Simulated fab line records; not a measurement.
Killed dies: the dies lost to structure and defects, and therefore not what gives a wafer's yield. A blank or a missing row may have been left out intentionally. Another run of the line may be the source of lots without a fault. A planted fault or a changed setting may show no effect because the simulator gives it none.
Matching of chambers	flow n5Finfet	rieDiel-01 running N5_BEOL_M9_STRIP_19: 4 sister chambers
The step strips in O2. 8 wafers are shown with their chamber, then 8 later ones without.

## WAFERS PAIRED WITH THEIR CHAMBERS
wafer	chamber	throttleValvePct (%)	drypumpMotorCurrentA (A)
L077.1	1	16.90	5.6
L081.5	1	16.90	5.6
L081.6	2	16.82	5.5
L082.1	0	16.30	5.3
L082.6	2	16.82	5.5
L084.1	0	16.31	5.3
L084.5	3	16.79	5.5
L087.1	3	16.80	5.4

## WAFERS WHOSE CHAMBER IS MISSING
wafer	throttleValvePct (%)	drypumpMotorCurrentA (A)
L087.3	16.95	5.6
L087.4	16.32	5.2
L090.1	16.81	5.5
L090.3	16.96	5.6
L090.6	16.81	5.5
L096.1	16.46	5.5
L096.4	16.34	5.3
L096.5	16.99	5.6

## WHICH CHAMBER EACH ONE RAN IN
wafer	from the rows above	in truth
L087.3	1	1
L087.4	0	0
L090.1	can't be placed: 2 or 3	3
L090.3	1	1
L090.6	can't be placed: 2 or 3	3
L096.1	0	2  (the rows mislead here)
L096.4	0	0
L096.5	1	1
5 of 8 placed correctly. From these rows, 2 cannot be placed; in 2 the true chamber is one of the candidates. Number placed wrongly: 1.
How it was worked out, from the rows above alone: a wafer's distance from a chamber is the root of the sum, over the readings, of the square of ((its reading less the chamber's mean) divided by the reading's scatter). The wafer belongs to the nearest chamber; if the next one is less than 2 further off, it can't be placed. Each chamber's mean is taken over the wafers shown for it. The scatter is the square root of a quotient: the sum, over the shown wafers, of each reading's squared deviation from its chamber's mean, divided by wafers minus chambers.
